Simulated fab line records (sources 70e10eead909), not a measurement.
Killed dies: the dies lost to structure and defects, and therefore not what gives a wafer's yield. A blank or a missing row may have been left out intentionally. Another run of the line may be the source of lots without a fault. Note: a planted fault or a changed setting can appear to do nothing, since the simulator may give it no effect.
Which tool was responsible? + flow nand-harc + 41 wafers from 14 lots sampled at 5 of the route's 1159 steps

## WHAT THE GAUGES READ, wafer by wafer
NHARC_A_BONDPAD_OVL_MEAS_35. Usual: overlay-x-nm 0 nm, standard deviation 6.2; overlay-y-nm 0 nm, standard deviation 5.9.
| lot  | measured     | on         | overlay-x-nm (nm) | overlay-y-nm (nm) | flag |
|------|--------------|------------|-------------------|-------------------|------|
| L382 | day 18 03:41 | overlay-02 | 6 6 5             | 7 7 7             |      |
| L383 | day 18 13:44 | overlay-01 | 2 2 1             | -3 -3 -3          |      |
| L385 | day 18 05:45 | overlay-01 | -3 -3 -3          | 4 5 4             |      |
| L384 | day 18 13:53 | overlay-02 | 3 4 4             | 9 10 10           |      |
| L388 | day 19 23:22 | overlay-01 | 10 9 9            | -4 -4 -4          |      |
| L387 | day 19 22:55 | overlay-01 | 1 1 1             | 0 1 0             |      |
| L389 | day 20 06:11 | overlay-01 | -1 -2 -2          | -3 -3 -3          |      |
| L386 | day 20 06:26 | overlay-02 | 7 7               | 6 6               |      |
| L391 | day 20 09:10 | overlay-01 | -3                | 3                 |      |
| L393 | day 20 15:35 | overlay-02 | 1                 | 4                 |      |
| L398 | day 21 23:54 | overlay-02 | -9 -10 -9         | 1 1 1             |      |
| L402 | day 23 15:35 | overlay-01 | -4 -5 -4          | 11 10 11          |      |
| L403 | day 23 22:24 | overlay-01 | -5 -4 -4          | -4 -4 -4          |      |
| L404 | day 23 18:38 | overlay-01 | -5 -5 -5          | -6 -6 -6          |      |

NHARC_END_SORT_01. Usual: killed-at-array 25, standard deviation 9.5; killed-at-other 0.8, standard deviation 1.2; killed-at-periphery 3.4, standard deviation 2.2; killed-dies 29, standard deviation 10; killed-open 3.3, standard deviation 1.8; killed-short 2.1, standard deviation 1.4.
| lot  | measured     | on        | killed-at-array | killed-at-other | killed-at-periphery | killed-dies | killed-open | killed-short | flag |
|------|--------------|-----------|-----------------|-----------------|---------------------|-------------|-------------|--------------|------|
| L386 | day 21 16:53 | prober-01 | 9 671 10        | 0 1 0           | 5 3 2               | 14 675 12   | 7 4 4       | 2 2 1        | OFF  |
| L393 | day 22 06:49 | prober-01 | 675 29 671      | 0 0 0           | 2 5 6               | 677 34 677  | 0 1 6       | 4 5 0        | OFF  |

## WHAT TOOL EACH LOT RAN ON (gives the tool, then ch and the chambers of the sampled wafers, and finally the start)
| lot  | NHARC_A_WL_FILL_CVD_03        | NHARC_A_M1_ANNEAL_31             | NHARC_A_M1_DEP_33               |
|------|-------------------------------|----------------------------------|---------------------------------|
| L382 | cvd-w-02 ch 1, day 15 08:28   | rtp-anneal-02 ch 0, day 18 00:51 | pecvd-01 ch 0,1, day 18 01:49   |
| L383 | cvd-w-01 ch 0,1, day 15 08:50 | rtp-anneal-01 ch 0, day 18 10:39 | pecvd-03 ch 1,2, day 18 11:52   |
| L385 | cvd-w-01 ch 0,1, day 15 12:08 | rtp-anneal-01 ch 0, day 18 02:27 | pecvd-02 ch 0,2, day 18 03:37   |
| L384 | cvd-w-01 ch 0,1, day 15 14:59 | rtp-anneal-02 ch 0, day 18 10:56 | pecvd-02 ch 0,1,2, day 18 11:56 |
| L388 | cvd-w-01 ch 0,1, day 16 23:11 | rtp-anneal-01 ch 0, day 19 20:39 | pecvd-02 ch 0,1, day 19 21:37   |
| L387 | cvd-w-01 ch 0, day 17 02:29   | rtp-anneal-01 ch 0, day 19 19:14 | pecvd-03 ch 0,1,2, day 19 20:14 |
| L389 | cvd-w-01 ch 0,1, day 17 05:16 | rtp-anneal-02 ch 0, day 20 02:40 | pecvd-01 ch 0,1,2, day 20 04:27 |
| L386 | cvd-w-01 ch 0,1, day 17 09:34 | rtp-anneal-01 ch 0, day 20 02:47 | pecvd-02 ch 2, day 20 04:38     |
| L391 | cvd-w-01 ch 0,1, day 17 14:12 | rtp-anneal-01 ch 0, day 20 06:25 | pecvd-03 ch 2, day 20 07:19     |
| L393 | cvd-w-01 ch 0,1, day 17 19:42 | rtp-anneal-02 ch 0, day 20 12:47 | pecvd-02 ch 2, day 20 13:47     |
| L398 | cvd-w-02 ch 0,1, day 19 02:46 | rtp-anneal-02 ch 0, day 21 21:07 | pecvd-01 ch 1,2, day 21 22:01   |
| L402 | cvd-w-01 ch 0,1, day 20 20:08 | rtp-anneal-02 ch 0, day 23 12:47 | pecvd-03 ch 1,2, day 23 13:43   |
| L403 | cvd-w-02 ch 0,1, day 20 21:23 | rtp-anneal-01 ch 0, day 23 19:34 | pecvd-03 ch 0,1,2, day 23 20:34 |
| L404 | cvd-w-01 ch 0,1, day 20 23:25 | rtp-anneal-01 ch 0, day 23 15:53 | pecvd-03 ch 0,1,2, day 23 16:50 |
- NHARC_A_WL_FILL_CVD_03: deposits W, target thk 40 nm, time 3302 s.
- NHARC_A_M1_ANNEAL_31: time 90 s.
- NHARC_A_M1_DEP_33: deposits SiCN, target thk 30 nm.

## WHAT THE TOOLS THEMSELVES READ (means of the sampled wafers that have a number; where no wafer has one, the mark that the record gives instead)
NHARC_A_WL_FILL_CVD_03. Usual: heater-power-w 491 W, standard deviation 34; throttle-valve-pct 7.83 %, standard deviation 0.2.
| lot  | tool     | heater-power-w (W) | throttle-valve-pct (%) | flag |
|------|----------|--------------------|------------------------|------|
| L382 | cvd-w-02 | 473                | 7.87                   |      |
| L383 | cvd-w-01 | 511                | 7.94                   |      |
| L385 | cvd-w-01 | 510                | 7.85                   |      |
| L384 | cvd-w-01 | 515                | 7.92                   |      |
| L388 | cvd-w-01 | 505                | 7.80                   |      |
| L387 | cvd-w-01 | 503                | 7.74                   |      |
| L389 | cvd-w-01 | 513                | 7.95                   |      |
| L386 | cvd-w-01 | 517                | 7.88                   |      |
| L391 | cvd-w-01 | 507                | 7.88                   |      |
| L393 | cvd-w-01 | 517                | 7.91                   |      |
| L398 | cvd-w-02 | 449                | 7.79                   |      |
| L402 | cvd-w-01 | 514                | 8.00                   |      |
| L403 | cvd-w-02 | 436                | 7.74                   |      |
| L404 | cvd-w-01 | 500                | 7.97                   |      |

NHARC_A_M1_ANNEAL_31. Usual: wafer_temp_C_max 226.0, standard deviation 0.33.
| lot  | tool          | wafer_temp_C_max | flag |
|------|---------------|------------------|------|
| L382 | rtp-anneal-02 | 225.7            |      |
| L383 | rtp-anneal-01 | 226.0            |      |
| L385 | rtp-anneal-01 | 226.1            |      |
| L384 | rtp-anneal-02 | 225.7            |      |
| L388 | rtp-anneal-01 | 226.2            |      |
| L387 | rtp-anneal-01 | 226.3            |      |
| L389 | rtp-anneal-02 | 225.9            |      |
| L386 | rtp-anneal-01 | 226.3            |      |
| L391 | rtp-anneal-01 | 226.5            |      |
| L393 | rtp-anneal-02 | 225.7            |      |
| L398 | rtp-anneal-02 | 225.7            |      |
| L402 | rtp-anneal-02 | 226.0            |      |
| L403 | rtp-anneal-01 | 226.0            |      |
| L404 | rtp-anneal-01 | 226.0            |      |

NHARC_A_M1_DEP_33. Usual: heater-power-w 578 W, standard deviation 70.
| lot  | tool     | heater-power-w (W) | flag |
|------|----------|--------------------|------|
| L382 | pecvd-01 | 533                |      |
| L383 | pecvd-03 | 531                |      |
| L385 | pecvd-02 | 525                |      |
| L384 | pecvd-02 | 555                |      |
| L388 | pecvd-02 | 571                |      |
| L387 | pecvd-03 | 560                |      |
| L389 | pecvd-01 | 667                |      |
| L386 | pecvd-02 | 558                |      |
| L391 | pecvd-03 | 583                |      |
| L393 | pecvd-02 | 551                |      |
| L398 | pecvd-01 | 647                |      |
| L402 | pecvd-03 | 529                |      |
| L403 | pecvd-03 | 535                |      |
| L404 | pecvd-03 | 553                |      |

## THE ANSWER, worked out from the rows above alone
Rule: lot off if the mean of its wafers having a number is beyond 3 standard deviations from the usual mean. Also off: a lot with no number at a reading for which 4 or more lots have one. All remaining lots with rows at the step are treated as sound. Order of review: gauges by route order, followed by the tools' own readings, for which a lot's mean as printed above is used. At the first step where some lot is off, the reading lying furthest off is the one used; lots without a number count as furthest.
Off at NHARC_END_SORT_01 (killed-at-array): L386, L393. Neither off nor sound, because the step has no rows for them: L382, L383, L385, L384, L388, L387, L389, L391, L398, L402, L403, L404.
If a tool, at a process step before that reading, ran all the lots that are off and no sound lot after the first of them, it fits. The gauges at NHARC_END_SORT_01 are tried like those tools. Can't be told from this: 3 tools fit, cvd-w-01 at NHARC_A_WL_FILL_CVD_03, pecvd-02 at NHARC_A_M1_DEP_33, prober-01 at NHARC_END_SORT_01.

## WHAT WAS PUT IN BY THE SIMULATOR
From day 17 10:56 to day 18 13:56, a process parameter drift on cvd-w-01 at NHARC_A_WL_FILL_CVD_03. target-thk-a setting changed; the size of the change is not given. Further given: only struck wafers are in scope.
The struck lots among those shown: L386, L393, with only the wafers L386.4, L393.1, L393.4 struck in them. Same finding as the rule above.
